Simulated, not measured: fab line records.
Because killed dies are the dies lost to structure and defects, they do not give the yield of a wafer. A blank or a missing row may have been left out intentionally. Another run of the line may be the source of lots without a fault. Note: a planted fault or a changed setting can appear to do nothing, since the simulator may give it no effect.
Commonality check across tools	flow nand_harc	11 lots, 33 wafers sampled

THE REASON FOR OPENING IT
At NHARC_P_GATE_INSPECT_68 the reading raw_defect_count is flagged on 3 of 11 lots. Wafers without a fault read 176, standard deviation 60.
Rule: a lot is flagged in two cases, either no wafer of it has a number, or all its wafers with numbers fall more than 4 standard deviations from that mean. The rest of the lots are taken to be sound.

lot	measured	on	raw_defect_count, wafer by wafer	flag
L796	day 7 22:58	defect_inspect-02	111 140 156	
L797	day 8 00:09	defect_inspect-02	147 107 144	
L803	day 8 17:11	defect_inspect-01	114 155 166	
L804	day 8 19:14	defect_inspect-01	1233 1146 1251	FLAGGED
L805	day 8 20:08	defect_inspect-02	1283 1172 1273	FLAGGED
L807	day 9 00:43	defect_inspect-02	1204 1223 1161	FLAGGED
L808	day 9 02:48	defect_inspect-01	346 179 210	
L815	day 10 10:15	defect_inspect-02	116 101 135	
L816	day 10 10:25	defect_inspect-02	178 151 171	
L818	day 10 23:24	defect_inspect-01	139 156 234	
L817	day 10 23:55	defect_inspect-01	421 195 157	
The mean of the flagged lots' numbers is 1216, +1040 from the usual (+17 standard deviations).

EACH LOT AND THE TOOL IT RAN ON
Before the reading, the record contains 4 process steps out of a 1159-step route. Every cell lists first the tool, next ch and the chambers used by the sampled wafers, and last the start.
lot	flag	NHARC_P_GATE_DESCUM_48	NHARC_P_GATE_STRIP_76	NHARC_P_GATE_EXPOSE_88	NHARC_P_GATE_STRIP_113
L796		rie_diel-05 ch 1,2, day 7 16:13	plasma_asher-01 ch 0,1, day 7 18:52	krf_scanner-01 ch 0, day 7 19:37	plasma_asher-02 ch 0,1, day 7 20:22
L797		rie_diel-06 ch 2,3, day 7 17:37	plasma_asher-02 ch 0,1, day 7 20:08	krf_scanner-04 ch 0, day 7 20:54	plasma_asher-01 ch 0,1, day 7 21:37
L803		rie_diel-06 ch 0,2, day 8 10:53	plasma_asher-02 ch 0,1, day 8 13:11	krf_scanner-02 ch 0, day 8 13:56	plasma_asher-02 ch 0,1, day 8 14:38
L804	FLAGGED	rie_diel-05 ch 0,1,3, day 8 12:29	plasma_asher-01 ch 0, day 8 14:52	krf_scanner-04, day 8 15:38	plasma_asher-01 ch 1, day 8 16:31
L805	FLAGGED	rie_diel-06 ch 0,2, day 8 13:03	plasma_asher-01 ch 1, day 8 15:31	krf_scanner-01, day 8 16:17	plasma_asher-01 ch 1, day 8 17:25
L807	FLAGGED	rie_diel-05 ch 1,2,3, day 8 17:18	plasma_asher-01 ch 1, day 8 20:11	krf_scanner-02, day 8 20:57	plasma_asher-01 ch 0,1, day 8 21:53
L808		rie_diel-06 ch 0,2,3, day 8 19:11	plasma_asher-01 ch 0,1, day 8 21:49	krf_scanner-02 ch 0, day 8 22:34	plasma_asher-01 ch 0,1, day 8 23:59
L815		rie_diel-04 ch 0,1,3, day 10 03:47	plasma_asher-02 ch 0, day 10 06:11	krf_scanner-04 ch 0, day 10 06:49	plasma_asher-02 ch 0, day 10 07:39
L816		rie_diel-04 ch 0,2,3, day 10 03:58	plasma_asher-01 ch 0,1, day 10 06:22	krf_scanner-04 ch 0, day 10 06:59	plasma_asher-01 ch 0,1, day 10 07:40
L818		rie_diel-06 ch 1,2, day 10 16:50	plasma_asher-02 ch 0,1, day 10 19:18	krf_scanner-01 ch 0, day 10 20:04	plasma_asher-01 ch 0,1, day 10 20:45
L817		rie_diel-06 ch 1,2,3, day 10 17:37	plasma_asher-01 ch 0,1, day 10 19:51	krf_scanner-04 ch 0, day 10 20:37	plasma_asher-02 ch 0,1, day 10 21:19
These steps, and what they do:
- NHARC_P_GATE_DESCUM_48: chemistry O2, time 3 s.
- NHARC_P_GATE_STRIP_76: strips in O2.
- NHARC_P_GATE_EXPOSE_88: exposes mask P HVN, target cd 2000 nm.
- NHARC_P_GATE_STRIP_113: strips in N2/H2, time 740 s.
- NHARC_P_GATE_INSPECT_68

FLAGGED OVER TOTAL, TOOL BY TOOL (the gauges that took the reading come last)
step	tool	lots run	flagged	share of the flagged lots	sound lots run after its first flagged lot
NHARC_P_GATE_DESCUM_48	rie_diel-04	2	0	none	-
NHARC_P_GATE_DESCUM_48	rie_diel-05	3	2	some	0
NHARC_P_GATE_DESCUM_48	rie_diel-06	6	1	some	3 (L808,L818,L817)
NHARC_P_GATE_STRIP_76	plasma_asher-01	7	3	all	3 (L808,L816,L817)
NHARC_P_GATE_STRIP_76	plasma_asher-02	4	0	none	-
NHARC_P_GATE_EXPOSE_88	krf_scanner-01	3	1	some	1 (L818)
NHARC_P_GATE_EXPOSE_88	krf_scanner-02	3	1	some	1 (L808)
NHARC_P_GATE_EXPOSE_88	krf_scanner-04	5	1	some	3 (L815,L816,L817)
NHARC_P_GATE_STRIP_113	plasma_asher-01	7	3	all	3 (L808,L816,L818)
NHARC_P_GATE_STRIP_113	plasma_asher-02	4	0	none	-
NHARC_P_GATE_INSPECT_68	defect_inspect-01	5	1	some	3 (L808,L818,L817)
NHARC_P_GATE_INSPECT_68	defect_inspect-02	6	2	some	2 (L815,L816)

THE TABLE: WHAT IT ALLOWS
2 rows of the table ran every flagged lot: plasma_asher-01 at NHARC_P_GATE_STRIP_76, plasma_asher-01 at NHARC_P_GATE_STRIP_113.
- plasma_asher-01 at NHARC_P_GATE_STRIP_76: 3 of its 7 lots flagged. Lots that were sound ran on it after the first flagged one (L808, L816, L817); a persistent fault on the entire tool would not allow that.
- plasma_asher-01 at NHARC_P_GATE_STRIP_113: 3 of its 7 lots flagged. Lots that were sound ran on it after the first flagged one (L808, L816, L818); a persistent fault on the entire tool would not allow that.
No row of the table ran every flagged lot and no sound lot after the first.

WHAT THE SIMULATOR PUT IN
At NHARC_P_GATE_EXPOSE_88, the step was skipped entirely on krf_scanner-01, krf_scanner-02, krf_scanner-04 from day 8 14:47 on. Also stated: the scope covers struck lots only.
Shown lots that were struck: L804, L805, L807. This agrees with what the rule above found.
